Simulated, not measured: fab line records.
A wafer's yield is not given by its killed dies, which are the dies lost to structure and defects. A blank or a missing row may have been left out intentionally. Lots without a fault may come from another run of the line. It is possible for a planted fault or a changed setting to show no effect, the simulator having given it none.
Which tool did it? + flow nandHarc + Sampling: 14 lots, 42 wafers, 5 of 1302 route steps

WHAT THE GAUGES SHOWED, per wafer
NHARC_HYBRID_BOND_OVL_MEAS_05. Usual: overlayXNm 1 nm, standard deviation 33; overlayYNm 0 nm, standard deviation 34.
| lot  | measured     | on         | overlayXNm (nm) | overlayYNm (nm) | flag |
|------|--------------|------------|-----------------|-----------------|------|
| L587 | day 23 11:37 | overlay-01 | 2 16 -42        | 19 -20 -35      |      |
| L588 | day 24 04:41 | overlay-01 | 28 -25 28       | -11 -11 -18     |      |
| L590 | day 25 06:17 | overlay-02 | -17 -5 18       | 19 31 -45       |      |
| L589 | day 25 06:18 | overlay-02 | 36 2 -5         | -43 -12 79      |      |
| L594 | day 27 03:54 | overlay-02 | 21 110 49       | 18 29 66        |      |
| L592 | day 27 03:55 | overlay-01 | 57 18 -58       | 5 -37 -14       |      |
| L595 | day 27 10:28 | overlay-01 | 29 35 -5        | -9 91 -15       |      |
| L599 | day 28 08:38 | overlay-02 | -21 5 39        | 33 62 -9        |      |
| L602 | day 29 23:22 | overlay-01 | -7 39 0         | 43 -34 5        |      |
| L603 | day 30 10:53 | overlay-01 | -7 19 -37       | 46 65 -54       |      |
| L600 | day 30 18:41 | overlay-02 | -38 -18 51      | 70 -8 -32       |      |
| L605 | day 32 13:29 | overlay-02 | -40 13 -37      | 36 -20 -11      |      |
| L608 | day 32 13:30 | overlay-02 | 16 0 -32        | -6 -2 46        |      |
| L607 | day 32 20:33 | overlay-02 | 14 -22 -63      | 8 2 6           |      |

NHARC_END_SORT_01. Usual: killedAtArray 62, standard deviation 15; killedAtOther 0.8, standard deviation 1; killedAtPeriphery 3.7, standard deviation 2.6; killedDies 66, standard deviation 15; killedOpen 3.1, standard deviation 1.8; killedShort 2.6, standard deviation 1.7.
| lot  | measured     | on        | killedAtArray | killedAtOther | killedAtPeriphery | killedDies  | killedOpen | killedShort | flag |
|------|--------------|-----------|---------------|---------------|-------------------|-------------|------------|-------------|------|
| L594 | day 27 23:36 | prober-01 | 141 101 159   | 0 0 0         | 7 9 6             | 148 110 165 | 2 7 5      | 2 3 2       | OFF  |
| L595 | day 28 07:16 | prober-01 | 149 150 91    | 0 0 0         | 0 3 2             | 149 153 93  | 1 6 3      | 2 2 2       | OFF  |

EACH LOT AND THE TOOL THAT RAN IT (in order: tool; ch and the chambers of the sampled wafers; start)
| lot  | NHARC_A_CONTACT_ETCH_132           | NHARC_THIN_TSV_DEGAS_49     | NHARC_THIN_TSV_CMP_21         |
|------|------------------------------------|-----------------------------|-------------------------------|
| L587 | harCapEtch-03 ch 0,1, day 21 22:43 | pvdSputter-02, day 23 17:07 | cmp-04 ch 0,1,2, day 23 18:43 |
| L588 | harCapEtch-01 ch 0,1, day 22 16:03 | pvdSputter-02, day 24 10:11 | cmp-04 ch 0,1,3, day 24 11:56 |
| L590 | harCapEtch-02 ch 0,1, day 23 16:56 | pvdSputter-02, day 25 11:52 | cmp-01 ch 0,1,2, day 25 13:25 |
| L589 | harCapEtch-03 ch 0,1, day 23 18:52 | pvdSputter-03, day 25 13:04 | cmp-04 ch 2,3, day 25 14:37   |
| L594 | harCapEtch-03 ch 0,1, day 25 13:15 | pvdSputter-02, day 27 09:29 | cmp-04 ch 1,2,3, day 27 11:02 |
| L592 | harCapEtch-02 ch 0,1, day 25 16:07 | pvdSputter-01, day 27 10:40 | cmp-03 ch 0,1,3, day 27 12:14 |
| L595 | harCapEtch-03 ch 0,1, day 25 21:19 | pvdSputter-01, day 27 15:55 | cmp-04 ch 1,2,3, day 27 17:31 |
| L599 | harCapEtch-01 ch 0,1, day 26 16:40 | pvdSputter-03, day 28 14:18 | cmp-03 ch 0,3, day 28 15:52   |
| L602 | harCapEtch-03 ch 1, day 28 11:34   | pvdSputter-01, day 30 04:55 | cmp-01 ch 0,3, day 30 06:27   |
| L603 | harCapEtch-01 ch 0,1, day 28 20:12 | pvdSputter-01, day 30 16:25 | cmp-04 ch 1,2,3, day 30 18:05 |
| L600 | harCapEtch-03 ch 1, day 29 00:23   | pvdSputter-02, day 31 00:25 | cmp-04 ch 0,1,3, day 31 01:58 |
| L605 | harCapEtch-02 ch 0,1, day 30 20:49 | pvdSputter-03, day 32 19:02 | cmp-03 ch 0,1,3, day 32 20:39 |
| L608 | harCapEtch-03 ch 0,1, day 31 01:07 | pvdSputter-03, day 32 20:23 | cmp-04 ch 0,3, day 32 22:07   |
| L607 | harCapEtch-02 ch 0,1, day 31 06:56 | pvdSputter-02, day 33 02:05 | cmp-04 ch 2,3, day 33 03:35   |
- NHARC_A_CONTACT_ETCH_132: etches the open film in C4F8/O2/Ar, time 197 s, target depth 1924 nm.
- NHARC_THIN_TSV_DEGAS_49: time 120 s.
- NHARC_THIN_TSV_CMP_21: polishes, t overpolish 30 s, target thk 2000 nm.

WHAT THE TOOLS THEMSELVES READ (means of the sampled wafers that have a number; where no wafer has one, the mark that the record gives instead)
NHARC_A_CONTACT_ETCH_132. Usual: oesAirLineAu 1.003 a.u., standard deviation 0.02.
| lot  | tool          | oesAirLineAu (a.u.) | flag |
|------|---------------|---------------------|------|
| L587 | harCapEtch-03 | 1.006               |      |
| L588 | harCapEtch-01 | 0.990               |      |
| L590 | harCapEtch-02 | 1.009               |      |
| L589 | harCapEtch-03 | 0.993               |      |
| L594 | harCapEtch-03 | 1.011               |      |
| L592 | harCapEtch-02 | 1.016               |      |
| L595 | harCapEtch-03 | 1.005               |      |
| L599 | harCapEtch-01 | 0.987               |      |
| L602 | harCapEtch-03 | 1.015               |      |
| L603 | harCapEtch-01 | 0.997               |      |
| L600 | harCapEtch-03 | 0.987               |      |
| L605 | harCapEtch-02 | 0.982               |      |
| L608 | harCapEtch-03 | 1.022               |      |
| L607 | harCapEtch-02 | 0.991               |      |

NHARC_THIN_TSV_DEGAS_49. Usual: heaterPowerW 479 W, standard deviation 47.
| lot  | tool          | heaterPowerW (W) | flag |
|------|---------------|------------------|------|
| L587 | pvdSputter-02 | 506              |      |
| L588 | pvdSputter-02 | 491              |      |
| L590 | pvdSputter-02 | 482              |      |
| L589 | pvdSputter-03 | 470              |      |
| L594 | pvdSputter-02 | 543              |      |
| L592 | pvdSputter-01 | 456              |      |
| L595 | pvdSputter-01 | 507              |      |
| L599 | pvdSputter-03 | 473              |      |
| L602 | pvdSputter-01 | 437              |      |
| L603 | pvdSputter-01 | 455              |      |
| L600 | pvdSputter-02 | 452              |      |
| L605 | pvdSputter-03 | 481              |      |
| L608 | pvdSputter-03 | 495              |      |
| L607 | pvdSputter-02 | 445              |      |

NHARC_THIN_TSV_CMP_21. Usual: motorCurrentA 11.4 A, standard deviation 1; overpolishRunS 30.000 s, standard deviation 0.0098.
| lot  | tool   | motorCurrentA (A) | overpolishRunS (s) | flag |
|------|--------|-------------------|--------------------|------|
| L587 | cmp-04 | 11.7              | 29.992             |      |
| L588 | cmp-04 | 10.5              | 30.004             |      |
| L590 | cmp-01 | 11.4              | 30.006             |      |
| L589 | cmp-04 | 11.4              | 30.003             |      |
| L594 | cmp-04 | 11.6              | 30.005             |      |
| L592 | cmp-03 | 11.1              | 29.993             |      |
| L595 | cmp-04 | 11.6              | 29.994             |      |
| L599 | cmp-03 | 12.1              | 29.998             |      |
| L602 | cmp-01 | 11.4              | 30.002             |      |
| L603 | cmp-04 | 11.1              | 30.001             |      |
| L600 | cmp-04 | 10.6              | 29.995             |      |
| L605 | cmp-03 | 11.1              | 30.003             |      |
| L608 | cmp-04 | 10.5              | 30.000             |      |
| L607 | cmp-04 | 11.7              | 30.000             |      |

THE ANSWER, worked out from the rows above alone
Rule: take the mean of a lot's wafers that have a number; if it is more than 3 standard deviations from the usual mean, the lot is off. A lot without any number at a reading at which 4 lots or more have one is off too. The other lots that the step has rows for count as sound. Order of review: gauges by route order, followed by the tools' own readings, for which a lot's mean as printed above is used. At the first step where some lot is off, the reading lying furthest off is the one used; lots without a number count as furthest.
Off: L594, L595, at NHARC_END_SORT_01 (killedDies). Neither off nor sound, because the step has no rows for them: L587, L588, L590, L589, L592, L599, L602, L603, L600, L605, L608, L607.
If a tool, at a process step before that reading, ran all the lots that are off and no sound lot after the first of them, it fits. Those tools and the gauges at NHARC_END_SORT_01 are tried in the same way. Can't be told from this: 3 tools fit, harCapEtch-03 at NHARC_A_CONTACT_ETCH_132, cmp-04 at NHARC_THIN_TSV_CMP_21, prober-01 at NHARC_END_SORT_01.

WHAT WAS PUT IN BY THE SIMULATOR
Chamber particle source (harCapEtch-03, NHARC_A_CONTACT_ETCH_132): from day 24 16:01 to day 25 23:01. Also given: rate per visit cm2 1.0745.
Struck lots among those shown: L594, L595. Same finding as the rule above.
